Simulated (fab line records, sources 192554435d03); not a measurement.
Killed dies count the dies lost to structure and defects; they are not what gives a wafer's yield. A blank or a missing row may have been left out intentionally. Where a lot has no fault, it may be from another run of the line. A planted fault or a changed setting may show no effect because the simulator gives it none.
Matching of chambers	flow n5Finfet	pecvd-03 running N5_BEOL_M5_PECVD_70: 3 sister chambers
The step deposits SiO2 from TEOS/O2, target thk 16 nm, time 18 s. 14 wafers are shown with their chamber, then 7 later ones without.

== WAFERS PAIRED WITH THEIR CHAMBERS ==
wafer	chamber	heaterPowerW (W)	throttleValvePct (%)	showerheadPlenumPTorr (Torr)
L533.1	2	843	22.7	8.78
L533.3	1	547	22.7	8.77
L533.5	1	554	22.7	8.79
L531.2	1	564	22.9	8.76
L531.3	2	832	22.7	8.77
L531.5	0	603	21.7	8.83
L546.4	0	659	21.8	8.77
L546.5	2	732	21.4	8.75
L546.6	1	504	22.8	8.79
L545.1	0	606	21.8	8.79
L545.3	2	846	21.3	8.77
L545.5	1	518	22.8	8.77
L548.2	1	537	22.8	8.79
L548.3	2	809	21.3	8.77

SIGNATURES (means of the wafers above)
reading	chamber 0	chamber 1	chamber 2	scatter within a chamber
heaterPowerW	622.67	537.33	812.40	35
throttleValvePct	21.767	22.783	21.880	0.456
showerheadPlenumPTorr	8.7967	8.7783	8.7680	0.0171
Rule: distance of a wafer from a chamber = root of the sum over the readings of ((wafer's reading minus chamber's mean) / reading's scatter) squared. If the next closest chamber is less than 2 further off than the closest, the wafer can't be placed; otherwise it belongs to the closest. The scatter is the square root of a quotient: the sum, over the shown wafers, of each reading's squared deviation from its chamber's mean, divided by wafers minus chambers.

== WAFERS WITH NO CHAMBER GIVEN ==
wafer	heaterPowerW (W)	throttleValvePct (%)	showerheadPlenumPTorr (Torr)
L548.4	567	21.7	8.78
L552.1	769	21.3	8.76
L552.3	617	22.0	8.77
L552.4	780	21.4	8.77
L553.1	464	22.7	8.80
L553.3	634	21.9	8.75
L553.4	722	21.8	8.76

== CHAMBER TAKEN BY EACH ==
wafer	from the rows above	in truth
L548.4	can't be placed: 0 or 1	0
L552.1	2	2
L552.3	can't be placed: 0 or 1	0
L552.4	2	2
L553.1	1	1
L553.3	can't be placed: 0 or 1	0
L553.4	can't be placed: 2 or 0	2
Placed correctly: 3 of 7. Unplaceable from these rows: 4, with the true chamber sitting among the candidates in 4. Wrongly placed: 0.
